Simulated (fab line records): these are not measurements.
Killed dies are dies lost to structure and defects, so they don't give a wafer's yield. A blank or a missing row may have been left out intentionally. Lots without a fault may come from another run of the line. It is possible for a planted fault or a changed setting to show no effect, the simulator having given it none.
Split-lot trial -- flow n5 finfet -- route with 1938 steps; 7 lots, 21 wafers read

== THE SPLIT ==
At N5_BEOL_M2_COAT_62 (time 60 s, resist thk 12 nm), the setting spin rpm was moved away from the recipe's 1500 rpm on 6 of the 21 wafers read, by -10.4% to +11.1%. For the rest of the wafers, this setting stayed at what the recipe calls for.

The split's own step is where the reading is taken.

== THE READING ==
SiARC_of_BEOL_M2_COAT_62.thk nm (the simulator's own value, which no gauge read), in nm, at N5_BEOL_M2_COAT_62 (time 60 s, resist thk 12 nm). There is no usual value for it anywhere in the file.

wafer,"tool, chamber at the split","spin rpm as run, rpm",against the recipe,"SiARC_of_BEOL_M2_COAT_62.thk nm, nm",against lot-mates on the recipe
L084.3,"litho track-02, 0",1500,recipe,12,-
L084.4,"litho track-02, 0",1500,recipe,12,-
L084.5,"litho track-02, 0",1500,recipe,12,-
L087.1,"litho track-04, 0",1569,+4.6%,11.8,-0.2
L087.5,"litho track-04, 0",1500,recipe,12,-
L087.6,"litho track-04, 0",1500,recipe,12,-
L088.1,"litho track-05, 0",1500,recipe,12,-
L088.4,"litho track-05, 0",1500,recipe,12,-
L088.5,"litho track-05, 0",1500,recipe,12,-
L090.1,"litho track-05, 0",1344,-10.4%,12.6,+0.6
L090.2,"litho track-05, 0",1344,-10.4%,12.6,+0.6
L090.5,"litho track-05, 0",1500,recipe,12,-
L093.2,"litho track-04, 0",1500,recipe,12,-
L093.4,"litho track-04, 0",1389,-7.4%,12.6,+0.6
L093.5,"litho track-04, 0",1389,-7.4%,12.6,+0.6
L096.3,"litho track-02, 0",1500,recipe,12,-
L096.5,"litho track-02, 0",1500,recipe,12,-
L096.6,"litho track-02, 0",1500,recipe,12,-
L095.1,"litho track-04, 0",1500,recipe,12,-
L095.5,"litho track-04, 0",1500,recipe,12,-
L095.2,"litho track-04, 0",1666,+11.1%,11.4,-0.6

THE FIT
A straight line over all 21 wafers: SiARC_of_BEOL_M2_COAT_62.thk nm changes by -0.0608 nm for each +1% of spin rpm; r = -0.98; the points scatter about the line by 0.052 nm.
The same after taking each lot's own level away (the mean of its wafers on the recipe; 21 wafers): -0.0608 nm for each +1%; r = -0.98; scatter 0.052 nm.
The reading moves by 0.67 nm for the largest change in spin rpm, on that fit.
The lots' own levels span 12.00 to 12.00 nm.
Consequently the slope shifts little with the lot-to-lot level, the two slopes agreeing.
Check: -0.686 nm against its lot-mates is what the line predicts for one of the wafers moved furthest among these (+11.1%) when that wafer is left out of the fit. It came out at -0.6 nm against them.

== FURTHER SPLITS ON THESE WAFERS ==
Before the reading, these wafers also passed through other splits. Each is held against what the fit with the lots' levels taken away leaves over:
other split on the same wafers,wafers away from the commonest value,r with SiARC_of_BEOL_M2_COAT_62.thk nm (lot level and that fit taken away)
N5_MOL_CONTACT_COAG_COAT_76 spin rpm,6,+0.14
N5_MOL_CONTACT_COAG_ETCHBACK_135 time s,7,+0.27
N5_MOL_CONTACT_COAG_COAT_64 spin rpm,6,+0.37
N5_BEOL_M0_SAQP_EXPOSE_11 dose mj,6,-0.38
N5_BEOL_M0_CUTY_ETCH_63 time s,13,+0.21
N5_BEOL_M0_ETCH_128 source w,8,+0.15
N5_BEOL_M1_ETCH_70 source w,12,+0.28

== FILE'S OWN FIT ==
SiARC_of_BEOL_M2_COAT_62.thk nm changes by -0.0595 nm for each +1% of spin rpm, r = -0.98.
